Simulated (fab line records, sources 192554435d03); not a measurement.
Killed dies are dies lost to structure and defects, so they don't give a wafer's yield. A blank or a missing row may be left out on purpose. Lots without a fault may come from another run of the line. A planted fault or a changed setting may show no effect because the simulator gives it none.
Problem report in the 8D (eight disciplines) form, filled by code | flow n5_finfet | the parts of the form that need people (team, actions taken, sign-off) are left out

1. THE PROBLEM
exposure_dose_mJ_cm2 at N5_BEOL_M10_EXPOSE_25 reads a mean of 84.27 on 6 wafers of 2 lots; wafers without a fault read 85.49 with a standard deviation of 0.088. That is -14 standard deviations from the usual mean.
The step: exposes mask V9.
First seen on wafer L801.1, day 12 08:16, on arfi_scanner-01. The record holds 33 wafers of 11 lots with a number at this step. Rule for "out", or "out of limits": more than 4 standard deviations from the usual mean. The other wafers with a number count as sound.

2. WHAT IT IS AND WHAT IT IS NOT
question                    | is                     | is not
which readings at this step | exposure_dose_mJ_cm2   | -
which lots                  | L801, L807             | L794, L797, L798, L808, L809, L810, L811, L816, L817
which wafers of those lots  | all that have a number | -
read on which tools         | arfi_scanner-01        | arfi_scanner-02, arfi_scanner-03
when                        | from day 12 08:16      | up to then (9 sound wafers); but 18 sound wafers of L808, L809, L810, L811, L816, L817 came after

3. SUSPECTS, AND WHAT RULES EACH OUT
Counting: a tool at a process step up to the reading stays a suspect if it ran every lot that is out and no sound lot after the first of them.
- rie_diel-02 at N5_BEOL_M10_ETCH_61 (etches SiARC in CF4, target depth 39 nm, time 65 s): ruled out as a lasting fault. Sound lots L816, L817 ran on it after its first lot that is out, L801 (day 12 03:08).
- arfi_scanner-01 at N5_BEOL_M10_EXPOSE_25 (exposes mask V9): kept. It ran every lot that is out, first L801 (day 12 08:16), and no sound lot after that; its last sound lot up to then is L798 (day 11 07:29). Its own readings are out on those wafers: exposure_dose_mJ_cm2.
Left after counting: arfi_scanner-01 at N5_BEOL_M10_EXPOSE_25.

4. THE CAUSE (what the simulator had put in)
Process parameter drift: arfi_scanner-01, from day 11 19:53 on, at N5_BEOL_M10_EXPOSE_25. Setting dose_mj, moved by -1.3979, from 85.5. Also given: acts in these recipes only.
Counting left only this tool.

5. THE CHAIN OF EFFECTS, in route order
Each row: a reading whose mean over the struck wafers that have a number lies more than 3 standard deviations from the usual. Only readings for which the record gives a usual standard deviation are gone through. hours: the time from each lot's start at the first step in this table that gives one to its start at this step, as a median over the lots. sigmas: the change in usual standard deviations.
hours | step                  | reading              | usual | on struck wafers | change | sigmas
0     | N5_BEOL_M10_EXPOSE_25 | exposure_dose_mJ_cm2 | 85.49 | 84.27            | -1.22  | -14
The process steps in it:
- N5_BEOL_M10_EXPOSE_25: exposes mask V9.

6. WHAT WOULD HAVE CAUGHT IT SOONER
In this record the first reading out of limits was taken at day 12 08:16, 12 hours after the fault began at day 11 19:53.
